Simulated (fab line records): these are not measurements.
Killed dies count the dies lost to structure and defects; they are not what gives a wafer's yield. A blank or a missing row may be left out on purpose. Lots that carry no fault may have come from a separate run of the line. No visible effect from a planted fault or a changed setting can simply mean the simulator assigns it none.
Split-lot study ; flow n5Finfet ; 21 wafers read from 7 lots, route of 1938 steps

ON THE SPLIT
At N5_BEOL_M7_DESCUM_33 (chemistry O2, time 7 s), the setting timeS was moved away from the recipe's 7 s on 10 of the 21 wafers read, by -11.6% to +17.8%. For the rest of the wafers, this setting stayed at what the recipe calls for.

The file shows no step between the split and the reading.

THE READING
CAR-EUV_of_BEOL_M7_COAT_22.thkNm (the simulator's own value, which no gauge read), in nm, at N5_BEOL_M7_ETCH_72 (etches underlayer in N2/H2, target depth 6.5 nm, time 5.2 s). No usual value for it is given in the file. The 11 wafers here that ran the recipe average 20.3 nm, standard deviation 0.1 nm.

wafer;tool, chamber at the split;timeS as run, s;against the recipe;CAR-EUV_of_BEOL_M7_COAT_22.thkNm, nm;against lot-mates on the recipe
L076.2;rieDiel-03, 0;8.244;+17.8%;19.6;-0.6
L076.4;rieDiel-03, 1;8.244;+17.8%;19.6;-0.6
L076.6;rieDiel-03, 0;7;recipe;20.2;-
L078.1;rieDiel-04, 2;6.191;-11.6%;20.6;+0.4
L078.3;rieDiel-04, 0;7;recipe;20.2;-
L078.6;rieDiel-04, 1;6.191;-11.6%;20.8;+0.6
L079.2;rieDiel-02, 1;6.331;-9.6%;20.6;+0.4
L079.5;rieDiel-02, 3;7;recipe;20.2;-
L079.6;rieDiel-02, 2;6.331;-9.6%;20.6;+0.4
L083.3;rieDiel-02, 0,2;7;recipe;20.4;-
L083.6;rieDiel-02, 0,2;7;recipe;20.4;-
L083.5;rieDiel-02, 3;7;recipe;20.4;-
L086.1;rieDiel-03, 3;7;recipe;20.2;-
L086.5;rieDiel-03, 0;7;recipe;20.4;-
L086.6;rieDiel-03, 1;7;recipe;20.2;-
L094.2;rieDiel-03, 0,1;8.201;+17.2%;19.8;-0.6
L094.3;rieDiel-03, 3;7;recipe;20.4;-
L094.6;rieDiel-03, 0,1;8.201;+17.2%;19.6;-0.8
L096.2;rieDiel-04, 0;6.519;-6.9%;20.6;+0.2
L096.5;rieDiel-04, 0;7;recipe;20.4;-
L096.6;rieDiel-04, 3;6.519;-6.9%;20.6;+0.2
Where a row lists several chambers, the file gives one row for several wafers and doesn't say which wafer went through which chamber.

FIT RESULTS
A straight line over all 21 wafers: CAR-EUV_of_BEOL_M7_COAT_22.thkNm changes by -0.0366 nm for each +1% of timeS; r = -0.97; the points scatter about the line by 0.094 nm.
The same after taking each lot's own level away (the mean of its wafers on the recipe; 21 wafers): -0.0382 nm for each +1%; r = -0.98; scatter 0.072 nm.
The reading moves by 0.68 nm for the largest change in timeS, on that fit.
Across the lots, their own levels run from 20.20 to 20.40 nm, a range of 2.0 times the standard deviation given above.
So the lot-to-lot level changes the slope little: the two slopes agree.
Check: -0.692 nm against its lot-mates is what the line predicts for one of the wafers moved furthest among these (+17.8%) when that wafer is left out of the fit. It came out at -0.6 nm against them.

OTHER SPLITS APPLIED TO THESE WAFERS
These wafers also went through other splits before the reading. Each is held against what the fit with the lots' levels taken away leaves over:
other split on the same wafers;wafers away from the commonest value;r with CAR-EUV_of_BEOL_M7_COAT_22.thkNm (lot level and that fit taken away)
N5_BEOL_M3_ETCH_41 targetDepthA;5;-0.06
N5_BEOL_M5_ETCH_72 biasW;7;-0.31
N5_BEOL_M5_COAT_22 spinRpm;8;-0.13
N5_BEOL_M6_COAT_60 spinRpm;6;-0.04
N5_BEOL_M6_ETCH_62 timeS;5;-0.14
N5_BEOL_M7_PECVD_70 tempC;6;+0.30
N5_BEOL_M7_COAT_05 spinRpm;9;+0.02
N5_BEOL_M7_EXPOSE_25 doseMj;7;+0.08

THE WHOLE CHAIN: every reading that the file lists as answering this split, in the file's order
step;what it does;reading;change (the file's fit);r (the file's)
N5_BEOL_M7_DESCUM_33;chemistry O2, time 7 s;CAR-EUV_of_BEOL_M7_COAT_22.thkNm (the simulator's own value, which no gauge read);-0.0327 nm for each +1% of the setting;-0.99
N5_BEOL_M7_ETCH_72;etches underlayer in N2/H2, target depth 6.5 nm, time 5.2 s;CAR-EUV_of_BEOL_M7_COAT_22.thkNm (the simulator's own value, which no gauge read);-0.0381 nm for each +1% of the setting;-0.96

FILE'S OWN FIT
CAR-EUV_of_BEOL_M7_COAT_22.thkNm changes by -0.0381 nm for each +1% of timeS, r = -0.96.
